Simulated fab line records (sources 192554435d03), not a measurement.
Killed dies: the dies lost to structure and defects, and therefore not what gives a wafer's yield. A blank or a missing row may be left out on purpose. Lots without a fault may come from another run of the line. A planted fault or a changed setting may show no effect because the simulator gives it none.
A struck lot beside a sound one :: flow n5_finfet :: 16 out of 1938 route steps
Sound: the wafers L656.1, L656.3, L656.5. Struck: wafer L664.4; the same lot's L664.2 was not struck, so it is left out; see the end for the cause.
For every step that has rows: the tool of each side, followed by ch and its chambers, followed by its first start. Under that, the readings that differ: sound wafers :: struck wafers :: difference of the means :: sigmas: that difference in standard deviations of wafers without a fault.
alike: a reading whose means differ by less than 2 such deviations, as well as words and numbers matching on both sides. not compared: withheld readings; readings where some wafer has no value; bounds like >300 that might hide an equal value; numbers whose values overlap and for which the record gives no deviation.
The two part at a step that has a row with sigmas, a row that says differs or no value, or rows on one side only. When numbers do not overlap yet have no deviation, they are printed without sigmas and do not part them. Lack of a reading on every wafer of one side parts them only where that side has two or more wafers.

N5_HKMG_FIN_INSPECT_61: inspects for defects (macro).
  struck on defect_inspect-02, day 6 11:27; sound on defect_inspect-01, day 4 10:52
  alike: raw_defect_count
then, 4 steps without rows for these wafers: N5_HKMG_FIN_DESCUM_53 (chemistry O2, time 7.9 s); N5_HKMG_FIN_ETCH_54 (etches SiARC in CF4, target depth 45.5 nm, time 75.8 s); N5_HKMG_FIN_ETCH_55 (etches SOC in N2/H2, target depth 240 nm, time 300 s); N5_HKMG_FIN_STRIP_56 (strips in N2/H2).
N5_HKMG_FIN_STRIP_57: strips in CF4.
  sound on rie_diel-04 ch 0,1, day 4 11:11; struck on rie_diel-02 ch 0, day 6 11:46
reading: oes_product_au (a.u.)
sound: 0.70 0.68 0.68
struck: 0.90
difference: +0.21
sigmas: +3

reading: throttle_valve_pct (%)
sound: 13.78 13.88 13.90
struck: 13.01
difference: -0.84
sigmas: -3
  alike: drypump_motor_current_A, rf_vpp_V, showerhead_plenum_p_Torr
  not compared: rf_hours_counter_h
N5_HKMG_FIN_ETCH_58: etches SOC in N2/H2, target depth 215.8 nm, time 741 s.
  sound on rie_diel-04 ch 0,1, day 4 11:12; struck on rie_diel-02 ch 0, day 6 11:47
reading: oes_product_au (a.u.)
sound: 0.70 0.68 0.68
struck: 0.93
difference: +0.24
sigmas: +3
  alike: drypump_motor_current_A, rf_vpp_V, showerhead_plenum_p_Torr, throttle_valve_pct
  not compared: rf_hours_counter_h
N5_HKMG_FIN_STRIP_93: strips SOC in N2/H2, time 20 s.
  sound on rie_diel-04 ch 0,1, day 4 11:37; struck on rie_diel-02 ch 0, day 6 12:13
reading: oes_product_au (a.u.)
sound: 0.70 0.68 0.69
struck: 0.94
difference: +0.25
sigmas: +3
  alike: drypump_motor_current_A, rf_vpp_V, showerhead_plenum_p_Torr, temp_c, throttle_valve_pct
  not compared: rf_hours_counter_h
then, 1 step without rows for these wafers: N5_HKMG_FIN_WET_ETCH_76 (etches Al2O3 in dNH4OH, stops on La2O3, target depth 2.25 nm, rinse time 30 s).
N5_HKMG_FIN_STRIP_60: strips in N2/H2, time 360 s.
  sound on plasma_asher-02 ch 0, day 4 11:46; struck on plasma_asher-02 ch 0, day 6 12:22
reading: temp_c (C)
sound: 299.88 300.29 300.02
struck: 299.62
difference: -0.44
sigmas: -2
  alike: drypump_motor_current_A, heater_power_w
  not compared: rf_hours_counter_h
then, 2 steps without rows for these wafers: N5_HKMG_FIN_WET_ETCH_77 (etches La2O3 in dHCl, stops on HfO2, target depth 2 nm); N5_HKMG_FIN_WET_ETCH_78 (etches Al2O3 in dNH4OH, stops on La2O3, target depth 4.5 nm, rinse time 30 s).
N5_HKMG_FIN_ALD_79: deposits TiN, target thk 1.5 nm, pulse time 1 s, purge time 3 s.
  sound on ald_metal-04 ch 0,1,3, day 4 12:16; struck on ald_metal-04 ch 3, day 6 12:52
reading: ald_cycles
sound: 68 68 68
struck: 64
difference: -4
sigmas: 
  alike: heater_power_w, precursor_pulse_height_rel
N5_HKMG_FIN_CVD_62: deposits a-Si from Si2H6, target thk 3 nm, time 20.8 s.
  sound on thermal_cvd_si-01 ch 0,1, day 4 12:37; struck on thermal_cvd_si-02 ch 0, day 6 13:13
  alike: heater_power_w
-- here the record skips 3 days between the struck wafers' starts before and after, leaving off in module HKMG_FIN and picking up in module BEOL_M4 (first step shown: number 1111 of the route) --
N5_BEOL_M4_RC_MEAS_101:
  sound on prober-02 ch 0, day 8 10:01; struck on prober-02 ch 0, day 9 22:59
reading: SS_P (mV/dec)
sound: 73.4 74.2 73.7
struck: 72.7
difference: -1.1
sigmas: -2
  alike: DIBL_N, DIBL_P, IOFF_N, IOFF_P, ION_N, ION_P, SS_N, VT_N, VT_P
-- record jumps: 4 days separate the struck wafers' starts on either side; left off in module BEOL_M4, taken up again in module PASSIVATION, whose first shown step is the route's number 1936 --
N5_PASSIVATION_PROBE_49:
  struck on prober-02, day 14 06:40; sound on prober-01, day 12 18:01
reading: killed_dies
sound: 117 116 120
struck: 87
difference: -31
sigmas: -2

reading: killed_open
sound: 76 80 87
struck: 54
difference: -27
sigmas: -2

reading: sort_bin_6_memory (%)
sound: 3.5 4.0 3.7
struck: 2.4
difference: -1.3
sigmas: -2

reading: sort_n_pass
sound: 1063 1064 1060
struck: 1093
difference: +31
sigmas: +2
  alike: defect_limited_yield, killed_at_M0_to_M3, killed_at_M4_up, killed_at_contacts, killed_at_front_end, killed_at_other, killed_short, sort_bin_5_function, sort_bin_8_speed, sort_yield_pct

== WHERE THEY PART ==
Earliest at N5_HKMG_FIN_STRIP_57; latest, in this record, at N5_PASSIVATION_PROBE_49.

WHY: whatever the simulator had introduced
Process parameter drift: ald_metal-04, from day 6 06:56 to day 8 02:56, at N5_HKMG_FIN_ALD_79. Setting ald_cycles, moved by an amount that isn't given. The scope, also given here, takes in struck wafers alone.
